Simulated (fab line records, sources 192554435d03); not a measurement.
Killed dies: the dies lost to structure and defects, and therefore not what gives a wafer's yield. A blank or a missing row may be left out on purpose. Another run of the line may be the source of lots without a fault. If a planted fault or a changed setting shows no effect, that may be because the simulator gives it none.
Which tool was responsible? || flow n5-finfet || 12 lots, 36 wafers sampled, at 2 steps of a route of 1938

WHAT THE GAUGES READ, wafer by wafer
N5_PMOS_HMC_CHANNEL_EPI_THK_MEAS_22.
{"lot": "L075", "measured": "day 2 03:36", "on": "film-metro-01", "HMC_CMP_THK (nm)": "54.8 52.7 53.2"}
{"lot": "L077", "measured": "day 2 15:16", "on": "film-metro-02", "HMC_CMP_THK (nm)": "53.3 54.6 53.4"}
{"lot": "L079", "measured": "day 3 02:00", "on": "film-metro-02", "HMC_CMP_THK (nm)": "55.0 54.9 54.5"}
{"lot": "L081", "measured": "day 3 14:13", "on": "film-metro-01", "HMC_CMP_THK (nm)": "53.0 53.9 53.4"}
{"lot": "L083", "measured": "day 4 02:30", "on": "film-metro-01", "HMC_CMP_THK (nm)": "53.3 53.0 53.6"}
{"lot": "L085", "measured": "day 4 13:51", "on": "film-metro-01", "HMC_CMP_THK (nm)": "53.4 51.1 52.5"}
{"lot": "L087", "measured": "day 5 02:13", "on": "film-metro-02", "HMC_CMP_THK (nm)": "54.3 53.2 54.0"}
{"lot": "L089", "measured": "day 5 14:23", "on": "film-metro-01", "HMC_CMP_THK (nm)": "54.6 51.5 53.2"}
{"lot": "L091", "measured": "day 6 01:55", "on": "film-metro-02", "HMC_CMP_THK (nm)": "53.1 55.2 54.2"}
{"lot": "L093", "measured": "day 6 13:50", "on": "film-metro-02", "HMC_CMP_THK (nm)": "53.2 54.1 54.6"}
{"lot": "L095", "measured": "day 7 01:50", "on": "film-metro-02", "HMC_CMP_THK (nm)": "54.9 53.4 54.8"}
{"lot": "L097", "measured": "day 7 13:26", "on": "film-metro-02", "HMC_CMP_THK (nm)": "54.8 52.4 52.0"}

WHICH TOOL RAN EACH LOT (tool, then ch and the chambers of the sampled wafers, then the start)
{"lot": "L075", "N5_WELL_APT_RTA_34": "rtp-anneal-02 ch 0, day 1 23:37"}
{"lot": "L077", "N5_WELL_APT_RTA_34": "rtp-anneal-01 ch 0, day 2 11:36"}
{"lot": "L079", "N5_WELL_APT_RTA_34": "rtp-anneal-02 ch 0, day 2 22:23"}
{"lot": "L081", "N5_WELL_APT_RTA_34": "rtp-anneal-02 ch 0, day 3 10:28"}
{"lot": "L083", "N5_WELL_APT_RTA_34": "rtp-anneal-01 ch 0, day 3 22:46"}
{"lot": "L085", "N5_WELL_APT_RTA_34": "rtp-anneal-02 ch 0, day 4 09:43"}
{"lot": "L087", "N5_WELL_APT_RTA_34": "rtp-anneal-01 ch 0, day 4 21:57"}
{"lot": "L089", "N5_WELL_APT_RTA_34": "rtp-anneal-01 ch 0, day 5 10:17"}
{"lot": "L091", "N5_WELL_APT_RTA_34": "rtp-anneal-02 ch 0, day 5 21:42"}
{"lot": "L093", "N5_WELL_APT_RTA_34": "rtp-anneal-01 ch 0, day 6 10:06"}
{"lot": "L095", "N5_WELL_APT_RTA_34": "rtp-anneal-01 ch 0, day 6 22:04"}
{"lot": "L097", "N5_WELL_APT_RTA_34": "rtp-anneal-02 ch 0, day 7 09:34"}
- N5_WELL_APT_RTA_34: time 10 s.

THE ANSWER, worked out from the rows above alone
Rule: what is usual is taken from the lots themselves. Put in order of their means at a reading, lots are off if they are a third of the lots or fewer, leave a main group of 4 or more, and stand apart from it by a gap of 3 or more times the standard deviation of the main group's means; of several such gaps the widest counts. Not used: any main group whose means are identical at the precision the tables above print for the reading. Also off: a lot with no number at a reading for which 4 or more lots have one. The other lots that the step has rows for count as sound.
No lot is off on any of the readings shown, so nothing can be concluded from this.

WHAT THE SIMULATOR PUT IN
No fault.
